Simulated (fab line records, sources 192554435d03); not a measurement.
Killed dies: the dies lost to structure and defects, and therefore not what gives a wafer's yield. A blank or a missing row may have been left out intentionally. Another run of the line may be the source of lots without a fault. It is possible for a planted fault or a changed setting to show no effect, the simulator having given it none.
Which of the tools did it?    flow n5Finfet    9 lots, 27 wafers sampled, at 3 steps of a route of 1938

WHAT THE GAUGES READ, wafer by wafer
N5_BEOL_M15_THK_MEAS_50: measures by xrf.
lot   measured      on            M15_THK (nm)
L657  day 11 20:31  filmMetro-02  800 808 808
L662  day 12 07:34  filmMetro-01  845 836 847
L663  day 12 18:32  filmMetro-01  807 794 807
L664  day 13 02:22  filmMetro-01  815 829 835
L668  day 14 05:49  filmMetro-01  835 851 839
L675  day 16 17:53  filmMetro-01  818 547 818
L678  day 16 22:07  filmMetro-01  543 827 813
L679  day 17 06:13  filmMetro-02  801 840 846
L680  day 18 04:55  filmMetro-01  835 855 836

EACH LOT AND THE TOOL THAT RAN IT (in order: tool; ch and the chambers of the sampled wafers; start)
lot   N5_BEOL_M15_TRENCH_ETCH_34         N5_BEOL_M15_SPUTTER_45
L657  rieDiel-04 ch 1,2,3, day 11 15:08  pvdSputter-02, day 11 19:17
L662  rieDiel-03 ch 1,2, day 12 04:33    pvdSputter-02, day 12 06:36
L663  rieDiel-01 ch 0,1,2, day 12 15:06  pvdSputter-01, day 12 17:35
L664  rieDiel-01 ch 1,3, day 13 00:19    pvdSputter-03, day 13 01:25
L668  rieDiel-03 ch 0,1,3, day 14 00:20  pvdSputter-02, day 14 04:44
L675  rieDiel-01 ch 0,3, day 16 14:05    pvdSputter-01, day 16 16:33
L678  rieDiel-01 ch 0,2,3, day 16 17:17  pvdSputter-03, day 16 21:10
L679  rieDiel-04 ch 0,1,3, day 17 02:27  pvdSputter-01, day 17 05:15
L680  rieDiel-03 ch 2,3, day 18 01:21    pvdSputter-01, day 18 03:58
- N5_BEOL_M15_TRENCH_ETCH_34: etches SiO2 in C4F8/O2/Ar, target depth 872.93 nm, time 199 s.
- N5_BEOL_M15_SPUTTER_45: material Cu, target thk 100 nm, time 16.67 s.

THE ANSWER, worked out from the rows above alone
Rule: the lots themselves supply what counts as usual. The widest of any qualifying gaps counts: lots, ordered by their means at a reading, are off when they make up no more than a third of the lots, leave a main group of 4 or more, and stand apart from it by 3 or more times the standard deviation of that group's means. Not used: any main group whose means are identical at the precision the tables above print for the reading. A lot without any number at a reading at which 4 lots or more have one is off too. Where the step has rows for the other lots, those lots are counted as sound.
Off: L675, L678, seen at N5_BEOL_M15_THK_MEAS_50 (M15_THK). For the main group the mean is 827 nm and the standard deviation 16.
A tool fits if, at a process step before that reading, it ran every lot that is off, and no sound lot after the first of them. The gauges at N5_BEOL_M15_THK_MEAS_50 are tried like those tools. One candidate fits, namely rieDiel-01 at N5_BEOL_M15_TRENCH_ETCH_34. A fault onset in the window from L664 (day 13 00:19, its last sound lot) to L675 (day 16 14:05, its first lot off) fits.

WHAT THE SIMULATOR HAD INSERTED
rieDiel-01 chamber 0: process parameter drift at N5_BEOL_M15_TRENCH_ETCH_34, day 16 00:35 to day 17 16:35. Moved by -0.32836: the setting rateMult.
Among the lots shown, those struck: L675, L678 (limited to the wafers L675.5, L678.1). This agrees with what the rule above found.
